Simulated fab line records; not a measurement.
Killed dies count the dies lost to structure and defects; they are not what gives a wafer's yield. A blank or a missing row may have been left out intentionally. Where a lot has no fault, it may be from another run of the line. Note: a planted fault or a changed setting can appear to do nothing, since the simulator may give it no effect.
Struck lot and sound lot, side by side | flow nandHarc | 18 steps out of a route of 1302
Sound: the wafers L130.3, L130.4, L130.5. Struck: wafers L128.3, L128.5, L128.6. The cause comes at the end.
Each step with rows lists, per side, the tool, then ch with its chambers, then its first start. Under that, the readings that differ: sound wafers | struck wafers | difference of the means | sigmas: that difference in standard deviations of wafers without a fault.
alike: readings whose means differ by less than 2 such deviations, and words and numbers that are the same on both sides. not compared: withheld readings, readings that some wafer has no value for, bounds like >300 that may hide the same value, and numbers for which the record gives no deviation and whose values overlap.
Wherever a step has rows on one side only, a row that says differs or no value, or a row with sigmas, the two part there. Numbers that have no deviation but don't overlap get no sigmas and don't part them. A reading that every wafer of one side lacks parts them only if that side has two wafers or more.

NHARC_A_CONTACT_ETCH_102: etches the open film in CF4/O2, target depth 100 nm, overetch 10 nm, time 55 s.
  sound on rieDiel-05 ch 1,2, day 25 04:49; struck on rieDiel-07 ch 0,2,3, day 24 16:32
  alike: chamberPressureMTorr, drypumpMotorCurrentA, oesProductAu, rfVppV, showerheadPlenumPTorr, throttleValvePct
  not compared: rfHoursCounterH
NHARC_A_CONTACT_STRIP_55: strips in O2.
  sound: rieDiel-05 ch 0,2; struck: rieDiel-07 ch 0,2,3
  alike: chamberPressureMTorr, drypumpMotorCurrentA, oesProductAu, rfVppV, showerheadPlenumPTorr, throttleValvePct
  not compared: rfHoursCounterH
then, 1 step without rows for these wafers: NHARC_A_CONTACT_STRIP_56 (strips in post etch residue remover, time 600 s).
NHARC_A_CONTACT_DEP_57: deposits aC, target thk 5300 nm.
  sound on aclDep-01 ch 0, day 25 11:24; struck on aclDep-01 ch 0, day 24 21:13
  alike: throttleValvePct
NHARC_A_CONTACT_DEP_58: deposits SiON, target thk 90 nm.
  sound on pecvd-02 ch 0,1,2, day 25 13:34; struck on pecvd-03 ch 1,2, day 24 23:26
reading          | sound       | struck      | difference | sigmas
heaterPowerW (W) | 820 940 810 | 630 644 665 | -210       | -2
  alike: chamberPressureTorr
then, 7 steps without rows for these wafers: NHARC_A_CONTACT_DEHYDRATE_59 (time 120 s); NHARC_A_CONTACT_HMDS_60 (time 30 s); NHARC_A_CONTACT_COAT_61 (time 75 s); NHARC_A_CONTACT_COAT_62 (time 65 s); NHARC_A_CONTACT_COAT_63 (resist thk 90 nm); NHARC_A_CONTACT_SOFTBAKE_64 (time 55 s); NHARC_A_CONTACT_EBR_65.
NHARC_A_CONTACT_EXPOSE_66: exposes mask A CC 2.
  sound on arfiScanner-01 ch 0, day 25 13:59; struck on arfiScanner-03 ch 0, day 24 23:52
reading           | sound          | struck         | difference | sigmas
exposureDoseMJCm2 | 60.0 60.1 60.0 | 53.6 53.8 53.6 | -6.4       | -19
  alike: mask
then, 2 steps without rows for these wafers: NHARC_A_CONTACT_PEB_67 (peb time 65 s); NHARC_A_CONTACT_DEVELOP_68 (develop time 35 s).
NHARC_A_CONTACT_CD_MEAS_69: the cd target is 300 nm.
  sound on cdSem-03 ch 0, day 25 14:08; struck on cdSem-03 ch 0, day 25 00:00
reading   | sound             | struck            | difference | sigmas
cdNm (nm) | 299.6 299.9 298.9 | 295.8 295.7 295.5 | -3.8       | -8
NHARC_A_CONTACT_OVL_MEAS_70:
  struck on overlay-01, day 25 00:05; sound on overlay-02, day 25 14:13
reading         | sound         | struck      | difference | sigmas
overlayYNm (nm) | 0.3 -0.1 -0.4 | 1.8 2.4 1.7 | +2.0       | +2
  alike: overlayXNm
-- break in the record here, with 7 days between the starts of the struck wafers on either side (left off in module A_CONTACT, picked up again in module END, where the first step shown is number 1302 on the route) --
NHARC_END_SORT_01:
  sound on prober-01 ch 0, day 32 08:27; struck on prober-02 ch 0, day 32 03:07
  alike: killedAtArray, killedAtOther, killedAtPeriphery, killedDies, killedOpen, killedShort

## WHERE THEY PART
First at NHARC_A_CONTACT_DEP_58; last, within this record, at NHARC_A_CONTACT_OVL_MEAS_70. Later steps at which nothing parts them and some readings are alike: NHARC_END_SORT_01.

WHY: whatever the simulator had introduced
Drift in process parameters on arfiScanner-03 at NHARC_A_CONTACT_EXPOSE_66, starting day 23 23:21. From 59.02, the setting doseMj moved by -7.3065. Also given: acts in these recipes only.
